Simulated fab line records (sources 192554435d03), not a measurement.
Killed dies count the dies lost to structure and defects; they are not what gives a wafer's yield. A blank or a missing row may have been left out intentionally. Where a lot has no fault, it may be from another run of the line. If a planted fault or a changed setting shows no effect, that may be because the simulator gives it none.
fab line records	flow n5-finfet
record: lots: 10	wafers: 30	last-day: 18
route steps=1938 shown GATE_CUT@496 PAD_METAL@1895 PASSIVATION@1911
lots that met no fault: taken from a fault-free run of the same line
start-h: hours from the record's opening day to when the first of the lot's shown wafers began	wait-h: time in hours since the lot's previous step	" the same as in the row above	L1.1+2: a row that stands for several wafers	- no value, or no start given	* or withheld: withheld	< > ~ a bound
route shown NAME@n: names a module that has steps shown in the file, with the first one's number in the route	usual: mean/standard deviation taken from wafers without a fault	same: alike in all rows	chamber/n: place in a boat	sites: the reading at each site	_std_site: the values' standard deviation	_edge_site: mean of outer sites minus mean of inner sites	radius-mm: how far each site lies from the wafer's centre	mask NAME#n: copy n	behind: tool/chamber where the wafer was last shaped	hold: cause of the lot's hold/its duration in hours/its outcome	device: the transistor (n, p or np) that didn't switch	end of line: at the end of the route, the tests of the same wafers	a step with no rows: only its recipe	killed: dies that structure and defects cost at the first sort, which is not the same as the wafer's yield	map: dies across one wafer; x = killed, . = not, _ = none there
set.NAME: the setting as run; set.NAME@STEP: as run at that earlier step	model.NAME: the simulator's own value behind a step, which no gauge read
steps of the route over a sample of lots; a table a step, a row a wafer
services: from which hour (start-h, from the record's first day; less than 0 if before it) a tool's chamber was out of use, for how many hours, and why
== steps ==
step: N5_GATE_CUT_HM_OPEN_40
recipe: chemistry: C4F6/O2	target: SiO2	mask-material: SiARC	target-depth-a: 1390	time-s: 85.1	ion-energy-ev: 250	pressure-mtorr: 30	source-w: 345	bias-w: 185	Ar_flow_sccm: 300	C4F6_flow_sccm: 10	O2_flow_sccm: 10	ends: cleared
usual: O2_flow_sccm: 10.00/0.032	chamber-pressure-mTorr: 29.998/0.026	drypump-motor-current-A: 5.6/0.44	etch-rf-on-time-s: 93.6/2.2	oes-product-au: 0.73/0.093	rf-vpp-V: 670/9.3	showerhead-plenum-p-Torr: 2.84/0.11	throttle-valve-pct: 21.03/0.17
lot.wafer	tool	chamber	start-h	wait-h	O2_flow_sccm	chamber-pressure-mTorr	drypump-motor-current-A	etch-rf-on-time-s	oes-product-au	rf-hours-counter-h	rf-vpp-V	showerhead-plenum-p-Torr	throttle-valve-pct
L796.1	rie-diel-02	3	93.90	0.0	9.94	29.968	5.7	92.9	0.92	1	668	2.80	20.89
L796.2	"	1	"	"	10.00	29.989	5.1	95.9	0.59	246	673	2.82	21.44
L796.6	"	3	"	"	9.96	30.002	5.7	91.7	0.91	-	668	2.80	20.90
L800.2	rie-diel-05	3	115.86	0.0	9.94	29.973	5.9	91.8	0.81	25	670	3.02	20.74
L800.3	"	1	"	"	10.00	30.014	6.3	98.4	0.63	178	667	2.82	21.11
L800.4	"	2	"	"	9.98	29.960	5.5	92.6	0.76	69	656	2.77	21.01
L801.2	rie-diel-04	2	123.50	0.0	9.97	30.002	6.1	90.9	0.82	20	688	3.02	21.16
L801.5	"	1	"	"	9.97	30.033	5.2	95.0	0.64	-	662	2.83	21.07
L801.6	"	0	"	"	10.02	30.014	4.8	94.9	0.61	-	662	2.69	21.12
L805.2	rie-diel-05	2	146.98	0.0	9.98	29.932	5.5	91.7	0.74	79	657	2.77	21.01
L805.3	"	3	"	"	10.01	30.018	5.9	93.6	0.80	35	669	3.01	20.75
L805.5	"	3	"	"	10.01	30.037	5.9	93.8	0.79	-	667	3.01	20.75
L807.1	rie-diel-02	3	162.24	0.0	10.06	29.967	5.8	89.0	0.85	16	669	2.79	20.93
L807.5	"	2	"	"	10.03	29.967	5.8	94.2	0.80	-	679	2.99	20.69
L807.6	"	1	"	"	9.99	29.987	5.1	92.6	0.87	-	673	2.82	21.10
L808.1	rie-diel-05	0	169.25	0.0	10.03	30.045	5.4	92.6	0.63	221	687	2.69	20.94
L808.3	"	1	"	"	10.02	29.973	6.3	95.1	0.63	193	667	2.82	21.14
L808.6	"	2	"	"	10.04	29.970	5.5	94.0	0.73	-	657	2.77	21.04
L810.2	rie-diel-02	2	174.21	0.0	10.03	30.055	5.8	95.2	0.79	30	679	2.99	20.71
L810.5	"	3	"	"	9.97	29.995	5.7	92.4	0.85	-	670	2.79	20.92
L810.6	"	0	"	"	10.01	29.989	5.8	95.1	0.65	-	675	2.83	21.18
L811.1	rie-diel-02	1	180.93	0.0	10.00	29.982	5.1	93.7	0.86	7	674	2.82	21.09
L811.3	"	2	"	"	9.95	30.026	5.8	93.1	0.79	30	678	2.99	20.69
L811.4	"	3	"	"	9.99	30.024	5.7	92.8	0.84	20	669	2.79	20.93
L816.3	rie-diel-04	0	209.87	0.0	10.00	30.038	4.8	91.2	0.82	13	673	3.02	20.76
L816.5	"	1	"	"	10.00	30.005	5.2	96.0	0.62	-	661	2.82	21.09
L816.6	"	2	"	"	9.99	29.995	6.1	94.3	0.77	-	686	3.01	21.22
L817.1	rie-diel-02	0	215.71	0.0	10.00	29.988	5.7	92.9	0.64	199	675	2.83	21.21
L817.2	"	2	"	"	10.03	30.059	5.8	93.0	0.79	43	679	2.98	20.74
L817.4	"	3	"	"	9.96	29.956	5.7	91.8	0.83	32	668	2.79	20.95
step: N5_PASSIVATION_SPUTTER_20
recipe: material: TaN	target-thk-a: 500	temp-c: 25	chamber-pressure-pa: 0.4
usual: throttle-valve-pct: 29.9/0.89
lot.wafer	tool	chamber	start-h	wait-h	throttle-valve-pct
L796.1	pvd-sputter-01	-	293.84	0.0	30.3
L796.2	"	-	"	"	28.9
L796.6	"	-	"	"	30.2
L800.2	pvd-sputter-01	-	310.96	0.0	30.7
L800.3	"	-	"	"	30.6
L800.4	"	-	"	"	29.0
L801.2	pvd-sputter-03	-	322.29	0.0	28.4
L801.5	"	-	"	"	29.4
L801.6	"	-	"	"	31.4
L805.2	pvd-sputter-01	-	350.20	0.0	31.0
L805.3	"	-	"	"	28.6
L805.5	"	-	"	"	30.4
L807.1	pvd-sputter-03	-	364.03	0.0	31.5
L807.5	"	-	"	"	27.8
L807.6	"	-	"	"	29.8
L808.1	pvd-sputter-03	-	367.63	0.0	28.9
L808.3	"	-	"	"	28.1
L808.6	"	-	"	"	29.4
L810.2	pvd-sputter-02	-	377.38	0.0	29.6
L810.5	"	-	"	"	29.8
L810.6	"	-	"	"	30.1
L811.1	pvd-sputter-03	-	390.74	0.0	31.3
L811.3	"	-	"	"	29.8
L811.4	"	-	"	"	27.8
L816.3	pvd-sputter-02	-	411.97	0.0	29.9
L816.5	"	-	"	"	30.8
L816.6	"	-	"	"	30.0
L817.1	pvd-sputter-02	-	426.77	0.0	29.8
L817.2	"	-	"	"	30.1
L817.4	"	-	"	"	30.3
step: N5_PASSIVATION_STRIP_34
recipe: chemistry: O2	power-w: 600	temp-c: 60	pressure-mtorr: 30	rf-frequency-hz: 6e+07	bias-power-w: 0	overash-fraction: 2	o2-flow-sccm: 225
usual: chamber-pressure-mTorr: 30.00/0.086	drypump-motor-current-A: 5.7/0.38	o2-flow-sccm: 225.1/0.7	oes-product-au: 0.83/0.094	rf-vpp-V: 3.6/1.4	showerhead-plenum-p-Torr: 2.13/0.083	throttle-valve-pct: 16.66/0.21
lot.wafer	tool	chamber	start-h	wait-h	chamber-pressure-mTorr	drypump-motor-current-A	o2-flow-sccm	oes-product-au	rf-hours-counter-h	rf-vpp-V	showerhead-plenum-p-Torr	throttle-valve-pct
L796.1	rie-diel-01	0	295.22	0.1	29.94	5.5	226.1	0.71	221	2.2	2.15	16.71
L796.2	"	3	"	"	29.94	5.5	224.5	0.71	239	2.4	2.07	16.83
L796.6	"	2	"	"	30.14	5.8	225.5	0.64	-	2.4	2.06	16.91
L800.2	rie-diel-03	3	312.52	0.1	29.94	6.6	223.8	0.79	122	2.2	2.19	16.54
L800.3	"	1	"	"	30.18	5.7	225.7	0.90	33	2.7	2.13	16.61
L800.4	"	0	"	"	29.94	5.3	224.4	0.72	229	3.3	2.00	16.89
L801.2	rie-diel-06	0	323.71	0.1	29.94	6.5	225.1	0.72	179	7.1	2.01	16.82
L801.5	"	2	"	"	29.97	5.3	224.5	0.88	-	2.8	2.14	16.55
L801.6	"	1	"	"	29.95	5.4	225.0	0.84	-	1.2	2.02	16.25
L805.2	rie-diel-03	1	351.69	0.1	30.04	5.7	225.6	0.88	42	4.5	2.13	16.65
L805.3	"	0	"	"	30.05	5.4	225.5	0.70	244	2.7	2.00	16.94
L805.5	"	2	"	"	29.99	5.8	225.0	0.81	-	3.7	2.20	16.66
L807.1	rie-diel-01	3	365.44	0.1	30.00	5.5	225.9	0.93	4	6.0	2.07	16.40
L807.5	"	0	"	"	30.18	5.5	223.6	0.68	-	6.7	2.13	16.78
L807.6	"	3	"	"	29.88	5.5	223.9	0.92	-	6.0	2.07	16.37
L808.1	rie-diel-01	1	369.02	0.1	30.00	5.3	224.7	0.92	33	3.2	2.25	16.91
L808.3	"	2	"	"	30.03	5.8	225.3	0.88	20	3.3	2.06	16.42
L808.6	"	1	"	"	30.08	5.3	224.8	0.90	-	3.2	2.25	16.96
L810.2	rie-diel-06	3	378.92	0.1	29.93	5.5	225.9	0.79	93	3.6	2.01	16.82
L810.5	"	3	"	"	30.00	5.5	225.9	0.81	-	2.3	2.01	16.84
L810.6	"	0	"	"	29.95	6.5	224.8	0.73	-	5.5	2.00	16.90
L811.1	rie-diel-06	3	392.32	0.1	30.02	5.5	225.1	0.79	97	4.5	2.01	16.85
L811.3	"	1	"	"	30.04	5.5	225.7	0.82	88	2.7	2.01	16.28
L811.4	"	2	"	"	30.16	5.4	225.2	0.85	67	2.5	2.13	16.55
L816.3	rie-diel-03	2	413.23	0.1	29.99	5.7	225.1	0.77	96	4.5	2.20	16.74
L816.5	"	2	"	"	30.08	5.7	224.6	0.80	-	3.9	2.20	16.74
L816.6	"	1	"	"	29.98	5.7	226.3	0.88	-	2.9	2.12	16.66
L817.1	rie-diel-01	0	428.03	0.1	29.99	5.5	226.1	0.96	12	4.6	2.13	16.25
L817.2	"	2	"	"	29.94	5.8	225.6	0.85	40	3.5	2.05	16.47
L817.4	"	3	"	"	30.08	5.5	225.0	0.88	26	4.1	2.06	16.43
step: N5_PASSIVATION_PECVD_35
recipe: material: SiNx	target-thk-a: 7000	temp-c: 400	precursor: SiH4/NH3/N2	pressure-torr: 4.9	rf-w: 1406	time-s: 151.3
usual: heater-power-w: 392/100	showerhead-plenum-p-Torr: 8.69/0.056	throttle-valve-pct: 29.3/1.8
same: time-s: 151.3
lot.wafer	tool	chamber	start-h	wait-h	heater-power-w	showerhead-plenum-p-Torr	throttle-valve-pct
L796.1	pecvd-02	2	295.83	0.1	406	8.68	27.6
L796.2	"	0	"	"	461	8.74	29.1
L796.6	"	2	"	"	269	8.69	27.6
L800.2	pecvd-04	2	313.13	0.1	368	8.60	27.0
L800.3	"	1	"	"	490	8.66	29.0
L800.4	"	2	"	"	383	8.61	27.3
L801.2	pecvd-04	1	324.32	0.1	425	8.64	29.4
L801.5	"	0	"	"	362	8.76	28.8
L801.6	"	2	"	"	328	8.61	27.1
L805.2	pecvd-02	1	352.71	0.1	277	8.67	30.8
L805.3	"	2	"	"	329	8.69	27.7
L805.5	"	2	"	"	353	8.68	28.0
L807.1	pecvd-02	2	366.05	0.1	413	8.68	27.8
L807.5	"	0	"	"	311	8.75	29.5
L807.6	"	2	"	"	271	8.70	27.9
L808.1	pecvd-01	0	369.63	0.1	778	8.69	35.5
L808.3	"	1	"	"	362	8.72	28.6
L808.6	"	0	"	"	584	8.65	35.0
L810.2	pecvd-02	2	379.53	0.1	400	8.67	28.1
L810.5	"	1	"	"	302	8.69	31.0
L810.6	"	0	"	"	405	8.77	29.4
L811.1	pecvd-02	2	392.93	0.1	396	8.70	27.9
L811.3	"	0	"	"	444	8.78	29.4
L811.4	"	0	"	"	462	8.75	29.3
L816.3	pecvd-04	1	413.84	0.1	407	8.64	29.2
L816.5	"	0	"	"	362	8.76	28.9
L816.6	"	1	"	"	454	8.62	29.4
L817.1	pecvd-04	1	428.64	0.1	393	8.65	29.3
L817.2	"	2	"	"	365	8.61	27.4
L817.4	"	2	"	"	383	8.59	27.4
step: N5_PASSIVATION_PROBE_49
usual: defect-limited-yield: 91.1/1.5	killed_at_M0_to_M3: 33/9.9	killed_at_M4_up: 14/5.2	killed-at-contacts: 12/6.7	killed-at-front-end: 43/13	killed-at-other: 3.4/2.7	killed-dies: 105/17	killed-on-rim: 14/4.2	killed-open: 69/13	killed-short: 33/7.5	sort_bin_5_function: 5.2/0.91	sort_bin_6_memory: 3.3/0.71	sort-n-pass: 1075/17	sort-yield-pct: 91.1/1.5
same: gross-dies: 1180	killed-at-back-side: 0	sort_bin_4_leakage[%]: 0	sort_bin_8_speed[%]: 0
lot.wafer	tool	chamber	start-h	wait-h	defect-limited-yield[%]	killed_at_M0_to_M3	killed_at_M4_up	killed-at-contacts	killed-at-front-end	killed-at-other	killed-dies	killed-on-rim	killed-open	killed-short	sort_bin_5_function[%]	sort_bin_6_memory[%]	sort-n-pass	sort-yield-pct[%]
L796.1	prober-01	-	299.52	0.0	90.5	25	24	11	49	3	112	14	76	33	6.1	2.9	1068	90.5
L796.2	prober-01	-	299.57	0.1	88.1	22	18	20	75	5	140	21	101	31	5.8	5.2	1040	88.1
L796.6	prober-01	-	299.77	0.3	88.6	29	11	21	70	3	134	17	89	45	6.9	4.2	1046	88.6
L800.2	prober-01	-	316.88	0.1	91.2	26	19	6	48	5	104	14	76	28	5.9	2.9	1076	91.2
L800.3	prober-01	-	316.93	0.1	91.4	16	15	3	62	6	102	14	56	45	4.8	3.6	1078	91.4
L800.4	prober-01	-	316.98	0.2	90.3	32	22	6	49	5	114	15	74	35	5.2	4.3	1066	90.3
L801.2	prober-01	-	328.84	0.1	92.9	21	6	12	44	1	84	10	58	23	4.3	2.5	1096	92.9
L801.5	prober-01	-	328.99	0.2	90.8	30	14	18	47	0	109	16	70	38	5.2	3.4	1071	90.8
L801.6	prober-01	-	329.04	0.3	91.0	26	7	15	56	2	106	11	51	54	4.8	3.7	1074	91.0
L805.2	prober-01	-	356.44	0.1	85.6	29	11	18	111	1	170	27	66	30	8.5	3.7	1010	85.6
L805.3	prober-01	-	356.49	0.1	90.8	34	12	19	39	4	108	18	71	35	5.8	3.1	1072	90.8
L805.5	prober-01	-	356.59	0.2	88.1	41	12	31	52	5	141	25	91	50	7.0	4.3	1039	88.1
L807.6	prober-02	-	370.33	0.3	89.7	33	14	23	49	3	122	12	85	37	5.8	4.0	1058	89.7
L808.1	prober-01	-	373.28	0.0	91.8	14	7	8	68	0	97	8	62	34	5.3	2.6	1083	91.8
L808.3	prober-01	-	373.38	0.1	89.1	31	19	15	63	1	129	16	81	48	5.7	4.8	1051	89.1
L808.6	prober-01	-	373.53	0.3	84.4	26	17	5	131	5	184	32	75	46	9.1	4.7	996	84.4
L810.2	prober-01	-	384.05	0.8	93.4	28	10	9	30	1	78	13	52	25	3.8	2.5	1102	93.4
L810.5	prober-01	-	384.20	1.0	91.4	38	6	5	53	0	102	21	80	22	5.8	2.7	1078	91.4
L810.6	prober-01	-	384.25	1.0	92.9	15	12	1	55	1	84	9	45	38	4.4	2.5	1096	92.9
L811.1	prober-01	-	396.81	0.0	90.4	41	27	23	19	3	113	13	86	26	5.8	3.5	1067	90.4
L811.3	prober-01	-	396.91	0.1	88.6	37	21	29	38	9	134	19	94	38	6.7	4.2	1046	88.6
L811.4	prober-01	-	396.96	0.2	92.3	30	22	19	18	2	91	7	70	19	5.0	2.5	1089	92.3
killed by level:class
L796.1 FIN_SAQP:geometric-particle:short=15 MOL_CONTACT_COAG:geometric-particle:open=11 STI_FIN_REVEAL:geometric-particle:open=10 BEOL_M4:geometric-particle:open=9 BEOL_M2:geometric-particle:open=8 GATE_CUT:geometric-particle:short=6 BEOL_M0_SAQP:geometric-particle:open=6 FIN_SAQP:geometric-particle:open=4
L796.2 FIN_SAQP:geometric-particle:open=20 STI_FIN_REVEAL:geometric-particle:open=17 MOL_CONTACT_COAG:geometric-particle:open=16 BEOL_M4:geometric-particle:open=8 DUMMY_GATE:geometric-particle:open=6 BEOL_M0_SAQP:geometric-particle:open=6 BEOL_M2:geometric-particle:open=6 HKMG_FIN:area-etch=6
L796.6 MOL_CONTACT_COAG:geometric-particle:open=18 STI_FIN_REVEAL:geometric-particle:open=16 FIN_SAQP:geometric-particle:short=14 FIN_SAQP:geometric-particle:open=12 BEOL_M1:geometric-particle:open=8 BEOL_M0_SAQP:geometric-particle:short=6 BEOL_M4:geometric-particle:open=6 GATE_CUT:geometric-particle:open=5
L800.2 FIN_SAQP:geometric-particle:short=9 DUMMY_GATE:geometric-particle:open=9 BEOL_M0_SAQP:geometric-particle:open=9 FIN_SAQP:geometric-particle:open=8 BEOL_M3:geometric-particle:open=6 STI_FIN_REVEAL:geometric-particle:open=6 BEOL_M5:geometric-particle:open=6 STARTING-WAFER:geometric-particle:open=6
L800.3 FIN_SAQP:geometric-particle:short=15 DUMMY_GATE:geometric-particle:open=12 FIN_SAQP:geometric-particle:open=8 BEOL_M3:geometric-particle:open=5 DUMMY_GATE:geometric-particle:short=4 FIN_CUT:geometric-particle:short=3 STI_FIN_REVEAL:geometric-particle:open=3 BEOL_M8:geometric-particle:open=3
L800.4 DUMMY_GATE:geometric-particle:open=10 STI_FIN_REVEAL:geometric-particle:open=9 BEOL_M0_SAQP:geometric-particle:open=8 BEOL_M0_SAQP:geometric-particle:short=8 FIN_SAQP:geometric-particle:short=7 FIN_SAQP:geometric-particle:open=6 DUMMY_GATE:geometric-particle:short=6 MOL_CONTACT_COAG:geometric-particle:open=6
L801.2 STI_FIN_REVEAL:geometric-particle:open=12 MOL_CONTACT_COAG:geometric-particle:open=9 FIN_SAQP:geometric-particle:open=8 FIN_SAQP:geometric-particle:short=8 BEOL_M3:geometric-particle:open=8 STARTING-WAFER:geometric-particle:open=4 DUMMY_GATE:geometric-particle:open=4 MOL_CONTACT_COAG:geometric-particle:short=3
L801.5 MOL_CONTACT_COAG:geometric-particle:open=14 BEOL_M3:geometric-particle:open=11 STI_FIN_REVEAL:geometric-particle:open=10 FIN_SAQP:geometric-particle:open=8 FIN_SAQP:geometric-particle:short=8 BEOL_M4:geometric-particle:open=8 BEOL_M3:geometric-particle:short=5 GATE_CUT:geometric-particle:open=4
L801.6 FIN_SAQP:geometric-particle:short=16 BEOL_M0_SAQP:geometric-particle:short=16 STI_FIN_REVEAL:geometric-particle:open=11 MOL_CONTACT_COAG:geometric-particle:open=11 FIN_SAQP:geometric-particle:open=6 DUMMY_GATE:geometric-particle:open=5 ILD0:geometric-particle:short=4 GATE_CUT:geometric-particle:short=4
L805.2 GATE_CUT:unspecified=74 FIN_SAQP:geometric-particle:open=14 MOL_CONTACT_COAG:geometric-particle:open=14 BEOL_M3:geometric-particle:open=8 BEOL_M1:geometric-particle:open=7 FIN_SAQP:geometric-particle:short=6 BEOL_M4:geometric-particle:open=6 BEOL_M0_SAQP:geometric-particle:short=5
L805.3 STI_FIN_REVEAL:geometric-particle:open=13 MOL_CONTACT_COAG:geometric-particle:open=12 BEOL_M3:geometric-particle:open=9 MOL_CONTACT_COAG:geometric-particle:short=7 BEOL_M0_SAQP:geometric-particle:open=6 GATE_CUT:geometric-particle:open=5 BEOL_M0_SAQP:geometric-particle:short=5 BEOL_M5:geometric-particle:open=5
L805.5 MOL_CONTACT_COAG:geometric-particle:open=26 STI_FIN_REVEAL:geometric-particle:open=21 BEOL_M0_SAQP:geometric-particle:open=10 BEOL_M0_SAQP:geometric-particle:short=9 FIN_SAQP:geometric-particle:short=7 BEOL_M3:geometric-particle:open=7 FIN_SAQP:geometric-particle:open=5 STI_FIN_REVEAL:geometric-particle:short=5
L807.6 FIN_SAQP:geometric-particle:open=18 MOL_CONTACT_COAG:geometric-particle:open=16 STI_FIN_REVEAL:geometric-particle:open=13 BEOL_M2:geometric-particle:open=11 MOL_CONTACT_COAG:geometric-particle:short=7 BEOL_M0_SAQP:geometric-particle:short=5 BEOL_M3:geometric-particle:short=5 BEOL_M6:geometric-particle:open=5
L808.1 STI_FIN_REVEAL:geometric-particle:open=21 FIN_SAQP:geometric-particle:open=12 FIN_SAQP:geometric-particle:short=12 MOL_CONTACT_COAG:geometric-particle:open=7 STI_FIN_REVEAL:geometric-particle:short=4 DUMMY_GATE:geometric-particle:short=4 DUMMY_GATE:geometric-particle:open=4 STARTING-WAFER:geometric-particle:open=4
L808.3 FIN_SAQP:geometric-particle:short=17 FIN_SAQP:geometric-particle:open=16 BEOL_M4:geometric-particle:open=11 STI_FIN_REVEAL:geometric-particle:open=10 MOL_CONTACT_COAG:geometric-particle:open=10 BEOL_M0_SAQP:geometric-particle:short=8 BEOL_M3:geometric-particle:open=7 GATE_CUT:geometric-particle:short=6
L808.6 GATE_CUT:unspecified=63 FIN_SAQP:geometric-particle:open=17 FIN_SAQP:geometric-particle:short=15 STI_FIN_REVEAL:geometric-particle:open=13 BEOL_M2:geometric-particle:open=7 GATE_CUT:geometric-particle:short=6 MOL_CONTACT_COAG:geometric-particle:open=5 BEOL_M3:geometric-particle:open=5
L810.2 BEOL_M2:geometric-particle:open=18 MOL_CONTACT_COAG:geometric-particle:open=6 GATE_CUT:geometric-particle:short=5 FIN_SAQP:geometric-particle:open=4 FIN_SAQP:geometric-particle:short=4 GATE_CUT:geometric-particle:open=4 STARTING-WAFER:geometric-particle:open=4 BEOL_M2:geometric-particle:short=4
L810.5 STI_FIN_REVEAL:geometric-particle:open=22 BEOL_M2:geometric-particle:open=16 FIN_SAQP:geometric-particle:open=13 BEOL_M3:geometric-particle:open=7 FIN_SAQP:geometric-particle:short=5 MOL_CONTACT_COAG:geometric-particle:open=5 STI_FIN_REVEAL:geometric-particle:short=4 BEOL_M0_SAQP:geometric-particle:open=4
L810.6 FIN_SAQP:geometric-particle:short=15 STI_FIN_REVEAL:geometric-particle:open=8 GATE_CUT:geometric-particle:short=8 FIN_SAQP:geometric-particle:open=6 STARTING-WAFER:geometric-particle:short=5 BEOL_M2:geometric-particle:open=5 DUMMY_GATE:geometric-particle:open=4 BEOL_M1:geometric-particle:open=4
L811.1 MOL_CONTACT_COAG:geometric-particle:open=17 BEOL_M0_SAQP:geometric-particle:open=13 BEOL_M2:geometric-particle:open=12 BEOL_M4:geometric-particle:open=12 MOL_CONTACT_COAG:geometric-particle:short=6 BEOL_M1:geometric-particle:open=5 BEOL_M4:geometric-particle:short=5 STI_FIN_REVEAL:geometric-particle:open=4
L811.3 MOL_CONTACT_COAG:geometric-particle:open=26 BEOL_M3:geometric-particle:open=13 STI_FIN_REVEAL:geometric-particle:open=9 BEOL_M0_SAQP:geometric-particle:short=7 BEOL_M4:geometric-particle:open=7 BEOL_M0_SAQP:geometric-particle:open=6 FIN_SAQP:geometric-particle:short=5 FIN_SAQP:geometric-particle:open=4
L811.4 MOL_CONTACT_COAG:geometric-particle:open=16 BEOL_M4:geometric-particle:open=12 BEOL_M3:geometric-particle:open=7 BEOL_M0:geometric-particle:open=6 STI_FIN_REVEAL:geometric-particle:open=5 BEOL_M2:geometric-particle:open=5 BEOL_M0_SAQP:geometric-particle:short=4 MOL_CONTACT_COAG:geometric-particle:short=3
== services ==
tool	chamber	start-h	hours	kind
rie-diel-01	1	95.89	7.1	repair
pecvd-02	-	104.86	0.8	repair
rie-diel-02	-	110.04	15.6	pm
rie-diel-06	-	127.09	0.4	repair
pvd-sputter-03	-	128.00	1.9	repair
rie-diel-02	2	146.85	7.3	repair
pecvd-02	-	149.95	0.2	repair
pecvd-02	-	163.60	0.6	repair
rie-diel-02	-	174.45	5.9	repair
rie-diel-03	2	177.94	5.5	repair
pecvd-02	-	181.91	2.8	pm
rie-diel-06	0	200.50	16.6	repair
rie-diel-03	-	205.84	0.2	repair
rie-diel-05	-	207.71	14.6	pm
rie-diel-03	2	220.89	7.3	repair
rie-diel-05	1	238.66	19.1	repair
rie-diel-02	3	253.47	2.3	repair
rie-diel-06	2	254.76	7.2	repair
pvd-sputter-01	-	312.40	8.6	repair
rie-diel-03	1	331.23	10.9	repair
rie-diel-01	0	343.61	9.4	repair
rie-diel-01	1	360.24	5.1	repair
rie-diel-06	-	364.60	2.4	repair
pecvd-02	-	396.33	0.6	repair
== key ==
first-sign: step: N5_PASSIVATION_PROBE_49	reading: killed-at-front-end	direction: up	sigmas: 6.1	usual: 43	struck: 121
effect: step: N5_PASSIVATION_PROBE_49	reading: defect-limited-yield	direction: down	sigmas: 4.2	usual: 91.1	struck: 85.0
more-kills-born-at: N5_GATE_CUT_HM_OPEN_40@rie-diel-05: 137
met-at N5_GATE_CUT_HM_OPEN_40
struck-lots L805,L808
struck-wafers L805.2,L808.6
not-acting-at N5_PASSIVATION_SPUTTER_20,N5_PASSIVATION_STRIP_34,N5_PASSIVATION_PECVD_35
onset-between 115.86 146.98
fault: kind: chamber-particle-source	tool: rie-diel-05	chamber: 2	onset-h: 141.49	steps: N5_GATE_CUT_HM_OPEN_40	rate-per-visit-cm2: 1.354	end-h: 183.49
